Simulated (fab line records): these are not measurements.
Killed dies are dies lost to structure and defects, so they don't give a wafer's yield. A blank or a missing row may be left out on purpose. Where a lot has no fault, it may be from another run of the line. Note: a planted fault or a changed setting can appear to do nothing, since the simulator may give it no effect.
One fault seen from 2 desks || flow n5_finfet || each desk has only its own numbers; what lay behind them comes last

== AT THE TOOL OWNER'S DESK: litho_track-04 ==
The tool's own readings at N5_BEOL_M0_CUTY_COAT_51 (resist thk 150 nm): means of the sampled wafers that have a number, for each lot that ran on this tool. Any lot whose mean is over 4 standard deviations away from the usual mean is out of limits and marked OUT; that distance is given in the brackets.
Columns: A = dispense_pressure_kPa at N5_BEOL_M0_CUTY_COAT_51, usual 50 kPa; B = spin_speed_rpm at N5_BEOL_M0_CUTY_COAT_51, usual 1500.1 rpm
{"lot": "L396", "first seen here": "day 7 06:06", "A": 55, "B": 1499.8}
{"lot": "L397", "first seen here": "day 7 17:52", "A": 55, "B": 1500.0}
{"lot": "L400", "first seen here": "day 8 04:07", "A": 55, "B": "1571.5 (+65) OUT"}
{"lot": "L402", "first seen here": "day 8 21:28", "A": 55, "B": "1572.4 (+66) OUT"}
This desk's finding: out of limits on L400, L402; first on L400, day 8 04:07 (spin_speed_rpm at N5_BEOL_M0_CUTY_COAT_51). L396, L397 stayed within limits.

== METROLOGY DESK ==
What the gauges read for every lot (on any tool): the sampled wafers with a number, averaged. Any lot whose mean is over 4 standard deviations away from the usual mean is out of limits and marked OUT; that distance is given in the brackets. 7 of its 10 readings are shown, namely those furthest out on some lot.
Columns: A = DIBL_P at N5_BEOL_M4_RC_MEAS_101, usual 36.7 mV/V; B = IOFF_N at N5_BEOL_M4_RC_MEAS_101, usual 0.16 nA/um; C = IOFF_P at N5_BEOL_M4_RC_MEAS_101, usual 0.22 nA/um; D = ION_N at N5_BEOL_M4_RC_MEAS_101, usual 673 uA/um; E = ION_P at N5_BEOL_M4_RC_MEAS_101, usual 463 uA/um; F = VT_N at N5_BEOL_M4_RC_MEAS_101, usual 249 mV; G = VT_P at N5_BEOL_M4_RC_MEAS_101, usual -249 mV
{"lot": "L393", "first seen here": "day 8 08:48", "A": 35.4, "B": 0.14, "C": 0.22, "D": 665, "E": 463, "F": 255, "G": -249}
{"lot": "L396", "first seen here": "day 9 03:50", "A": 37.0, "B": 0.19, "C": 0.23, "D": 679, "E": 458, "F": 246, "G": -250}
{"lot": "L397", "first seen here": "day 9 14:52", "A": 34.4, "B": 0.14, "C": 0.17, "D": 659, "E": 452, "F": 253, "G": -252}
{"lot": "L400", "first seen here": "day 10 03:14", "A": 36.8, "B": 0.16, "C": 0.24, "D": 666, "E": 466, "F": 250, "G": -245}
{"lot": "L402", "first seen here": "day 10 23:00", "A": 36.7, "B": 0.17, "C": 0.24, "D": 675, "E": 460, "F": 249, "G": -248}
{"lot": "L405", "first seen here": "day 11 07:52", "A": 35.7, "B": 0.16, "C": 0.21, "D": 671, "E": 459, "F": 248, "G": -250}
{"lot": "L404", "first seen here": "day 12 02:59", "A": 37.6, "B": 0.16, "C": 0.24, "D": 674, "E": 464, "F": 251, "G": -248}
{"lot": "L410", "first seen here": "day 13 14:06", "A": 39.8, "B": 0.18, "C": 0.24, "D": 680, "E": 466, "F": 250, "G": -250}
{"lot": "L411", "first seen here": "day 13 23:58", "A": 39.1, "B": 0.22, "C": 0.32, "D": 697, "E": 484, "F": 244, "G": -242}
This desk found nothing out of limits on any of the 9 lots.

== TAKEN TOGETHER ==
The tool owner's desk could have raised an alarm at day 8 04:07, on L400, L402.
The metrology desk saw nothing out of limits.
The metrology desk has L400, L402 on record, within its limits.
On litho_track-04, each named lot ran N5_BEOL_M0_CUTY_COAT_51.

== WHAT THE SIMULATOR PUT IN ==
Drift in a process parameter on litho_track-04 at N5_BEOL_M0_CUTY_COAT_51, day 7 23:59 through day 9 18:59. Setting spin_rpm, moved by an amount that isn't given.
Struck lots among those shown: L400, L402.
Delay in hours, fault start to first out-of-limits reading, by desk: the tool owner's desk at 4.
